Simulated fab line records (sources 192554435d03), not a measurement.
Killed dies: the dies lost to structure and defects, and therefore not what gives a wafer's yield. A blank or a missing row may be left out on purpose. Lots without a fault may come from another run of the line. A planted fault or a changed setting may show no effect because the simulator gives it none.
Split-lot experiment / flow n5Finfet / 7 lots, 21 wafers read, on a route of 1938 steps

== ON THE SPLIT ==
At N5_SD_EPI_P_PEB_07 (peb time 60 s), the setting pebTimeS was moved away from the recipe's 60 s on 5 of the 21 wafers read, by -9.6% to +10.5%. The other wafers ran this setting at the recipe's value.

== FROM THE SPLIT ON TO THE READING: in between, the file shows 1 step ==
- N5_SD_EPI_P_DEVELOP_08: develop time 30 s

== THE READING ==
cdNm at N5_SD_EPI_P_CD_MEAS_09, given in nm (cd target 240 nm). Typical for fault-free wafers on this fab line: 239.9 nm, with standard deviation 0.76 nm.

wafer=L078.3; tool, chamber at the split=lithoTrack-04, 0; pebTimeS as run, s=60; against the recipe=recipe; cdNm, nm=239.9; against lot-mates on the recipe=-
wafer=L078.5; tool, chamber at the split=lithoTrack-04, 0; pebTimeS as run, s=60; against the recipe=recipe; cdNm, nm=239.0; against lot-mates on the recipe=-
wafer=L078.6; tool, chamber at the split=lithoTrack-04, 0; pebTimeS as run, s=60; against the recipe=recipe; cdNm, nm=239.6; against lot-mates on the recipe=-
wafer=L079.1; tool, chamber at the split=lithoTrack-01, 0; pebTimeS as run, s=60; against the recipe=recipe; cdNm, nm=239.4; against lot-mates on the recipe=-
wafer=L079.2; tool, chamber at the split=lithoTrack-01, 0; pebTimeS as run, s=66.3; against the recipe=+10.5%; cdNm, nm=242.6; against lot-mates on the recipe=+2.5
wafer=L079.3; tool, chamber at the split=lithoTrack-01, 0; pebTimeS as run, s=60; against the recipe=recipe; cdNm, nm=240.8; against lot-mates on the recipe=-
wafer=L084.2; tool, chamber at the split=lithoTrack-04, 0; pebTimeS as run, s=54.26; against the recipe=-9.6%; cdNm, nm=236.7; against lot-mates on the recipe=-2.6
wafer=L084.3; tool, chamber at the split=lithoTrack-04, 0; pebTimeS as run, s=54.26; against the recipe=-9.6%; cdNm, nm=237.1; against lot-mates on the recipe=-2.2
wafer=L084.4; tool, chamber at the split=lithoTrack-04, 0; pebTimeS as run, s=60; against the recipe=recipe; cdNm, nm=239.3; against lot-mates on the recipe=-
wafer=L086.1; tool, chamber at the split=lithoTrack-02, 0; pebTimeS as run, s=60; against the recipe=recipe; cdNm, nm=240.0; against lot-mates on the recipe=-
wafer=L086.5; tool, chamber at the split=lithoTrack-02, 0; pebTimeS as run, s=60; against the recipe=recipe; cdNm, nm=240.1; against lot-mates on the recipe=-
wafer=L086.6; tool, chamber at the split=lithoTrack-02, 0; pebTimeS as run, s=60; against the recipe=recipe; cdNm, nm=240.6; against lot-mates on the recipe=-
wafer=L089.2; tool, chamber at the split=lithoTrack-02, 0; pebTimeS as run, s=60; against the recipe=recipe; cdNm, nm=239.8; against lot-mates on the recipe=-
wafer=L089.5; tool, chamber at the split=lithoTrack-02, 0; pebTimeS as run, s=64.38; against the recipe=+7.3%; cdNm, nm=240.5; against lot-mates on the recipe=+1.1
wafer=L089.6; tool, chamber at the split=lithoTrack-02, 0; pebTimeS as run, s=60; against the recipe=recipe; cdNm, nm=238.9; against lot-mates on the recipe=-
wafer=L092.2; tool, chamber at the split=lithoTrack-04, 0; pebTimeS as run, s=60; against the recipe=recipe; cdNm, nm=240.4; against lot-mates on the recipe=-
wafer=L092.3; tool, chamber at the split=lithoTrack-04, 0; pebTimeS as run, s=60; against the recipe=recipe; cdNm, nm=239.8; against lot-mates on the recipe=-
wafer=L092.6; tool, chamber at the split=lithoTrack-04, 0; pebTimeS as run, s=56.09; against the recipe=-6.5%; cdNm, nm=237.2; against lot-mates on the recipe=-2.9
wafer=L094.2; tool, chamber at the split=lithoTrack-02, 0; pebTimeS as run, s=60; against the recipe=recipe; cdNm, nm=241.3; against lot-mates on the recipe=-
wafer=L094.5; tool, chamber at the split=lithoTrack-02, 0; pebTimeS as run, s=60; against the recipe=recipe; cdNm, nm=241.1; against lot-mates on the recipe=-
wafer=L094.6; tool, chamber at the split=lithoTrack-02, 0; pebTimeS as run, s=60; against the recipe=recipe; cdNm, nm=241.6; against lot-mates on the recipe=-

THE FIT
A straight line over all 21 wafers: cdNm changes by +0.277 nm for each +1% of pebTimeS; r = +0.83; the points scatter about the line by 0.85 nm.
The same after taking each lot's own level away (the mean of its wafers on the recipe; 21 wafers): +0.254 nm for each +1%; r = +0.92; scatter 0.47 nm.
That fit puts the effect of the largest move of pebTimeS on the reading at 2.7 nm.
The span of the lots' own levels, 239.30 to 241.33 nm, comes to 2.7 times the standard deviation stated above.
Consequently the slope shifts little with the lot-to-lot level, the two slopes agreeing.
Check: for one of the wafers moved furthest among these (+10.5%), held out of the fit, the line's prediction against its lot-mates is +2.6 nm. Against them it came out at +2.5 nm.

== THE WHOLE CHAIN: every reading that the file lists as answering this split, in the file's order ==
step=N5_SD_EPI_P_CD_MEAS_09; what it does=target cd 240 nm; reading=cdNm; change (the file's fit)=+0.256 nm for each +1% of the setting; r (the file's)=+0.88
step=N5_SD_EPI_P_DESCUM_14; what it does=chemistry O2, time 7.9 s; reading=SD_EPI_P.cdNm (the simulator's own value, which no gauge read); change (the file's fit)=+0.278 nm for each +1% of the setting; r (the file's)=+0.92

== THE FILE'S OWN FIT ==
cdNm changes by +0.256 nm for each +1% of pebTimeS, r = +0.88.
